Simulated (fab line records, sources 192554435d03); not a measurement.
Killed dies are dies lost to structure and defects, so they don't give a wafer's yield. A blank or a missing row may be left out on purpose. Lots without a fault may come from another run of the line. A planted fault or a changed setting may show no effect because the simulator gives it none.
Split-lot experiment | flow n5_finfet | 7 lots, 21 wafers read, on a route of 1938 steps

THE SPLIT
At N5_BEOL_M0_SAQP_COAT_72 (time 60 s, resist thk 15 nm), the setting spin_rpm was moved away from the recipe's 1500 rpm on 7 of the 21 wafers read, by -9.3% to +8.2%. The other wafers ran this setting at the recipe's value.

The reading is taken at the split's own step.

THE READING
SiARC_of_BEOL_M0_SAQP_COAT_72.thk_nm (the simulator's own value, which no gauge read), in nm, at N5_BEOL_M0_SAQP_COAT_72 (time 60 s, resist thk 15 nm). The file gives no usual value for it.

wafer  | tool, chamber at the split | spin_rpm as run, rpm | against the recipe | SiARC_of_BEOL_M0_SAQP_COAT_72.thk_nm, nm | against lot-mates on the recipe
L077.1 | litho_track-01, 0          | 1500                 | recipe             | 15                                       | -
L077.4 | litho_track-01, 0          | 1500                 | recipe             | 15                                       | -
L077.6 | litho_track-01, 0          | 1500                 | recipe             | 15                                       | -
L079.2 | litho_track-05, 0          | 1500                 | recipe             | 15                                       | -
L079.5 | litho_track-05, 0          | 1500                 | recipe             | 15                                       | -
L079.4 | litho_track-05, 0          | 1601                 | +6.7%              | 14.6                                     | -0.4
L088.1 | litho_track-01, 0          | 1611                 | +7.4%              | 14.4                                     | -0.6
L088.6 | litho_track-01, 0          | 1611                 | +7.4%              | 14.4                                     | -0.6
L088.5 | litho_track-01, 0          | 1500                 | recipe             | 15                                       | -
L095.2 | litho_track-05, 0          | 1500                 | recipe             | 15                                       | -
L095.5 | litho_track-05, 0          | 1500                 | recipe             | 15                                       | -
L095.6 | litho_track-05, 0          | 1500                 | recipe             | 15                                       | -
L094.1 | litho_track-05, 0          | 1500                 | recipe             | 15                                       | -
L094.3 | litho_track-05, 0          | 1500                 | recipe             | 15                                       | -
L094.4 | litho_track-05, 0          | 1500                 | recipe             | 15                                       | -
L089.1 | litho_track-05, 0          | 1623                 | +8.2%              | 14.6                                     | -0.4
L089.6 | litho_track-05, 0          | 1623                 | +8.2%              | 14.6                                     | -0.4
L089.2 | litho_track-05, 0          | 1500                 | recipe             | 15                                       | -
L092.1 | litho_track-03, 0          | 1361                 | -9.3%              | 15.8                                     | +0.8
L092.2 | litho_track-03, 0          | 1361                 | -9.3%              | 15.8                                     | +0.8
L092.4 | litho_track-03, 0          | 1500                 | recipe             | 15                                       | -

THE FIT
A straight line over all 21 wafers: SiARC_of_BEOL_M0_SAQP_COAT_72.thk_nm changes by -0.0727 nm for each +1% of spin_rpm; r = -0.98; the points scatter about the line by 0.075 nm.
The same after taking each lot's own level away (the mean of its wafers on the recipe; 21 wafers): -0.0727 nm for each +1%; r = -0.98; scatter 0.075 nm.
On that fit, the largest move of spin_rpm shifts the reading by 0.67 nm.
The lots' own levels span 15.00 to 15.00 nm.
So the lot-to-lot level changes the slope little: the two slopes agree.
Check: with one of the wafers moved furthest among these (-9.3%) left out of the fit, the line predicts +0.665 nm for it against its lot-mates. It came out at +0.8 nm against them.

OTHER SPLITS ON THESE WAFERS
These wafers also went through other splits before the reading. Each is held against what the fit with the lots' levels taken away leaves over:
other split on the same wafers       | wafers away from the commonest value | r with SiARC_of_BEOL_M0_SAQP_COAT_72.thk_nm (lot level and that fit taken away)
N5_HKMG_FIN_ETCH_58 source_w         | 6                                    | -0.16
N5_HKMG_FIN_COAT_06 spin_rpm         | 5                                    | -0.15
N5_HKMG_FIN_EXPOSE_09 dose_mj        | 7                                    | -0.51
N5_GATE_CUT_ALD_22 ald_cycles        | 5                                    | -0.02
N5_MOL_CONTACT_COAG_COAT_76 spin_rpm | 7                                    | +0.11

THE FILE'S OWN FIT
SiARC_of_BEOL_M0_SAQP_COAT_72.thk_nm changes by -0.0704 nm for each +1% of spin_rpm, r = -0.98.
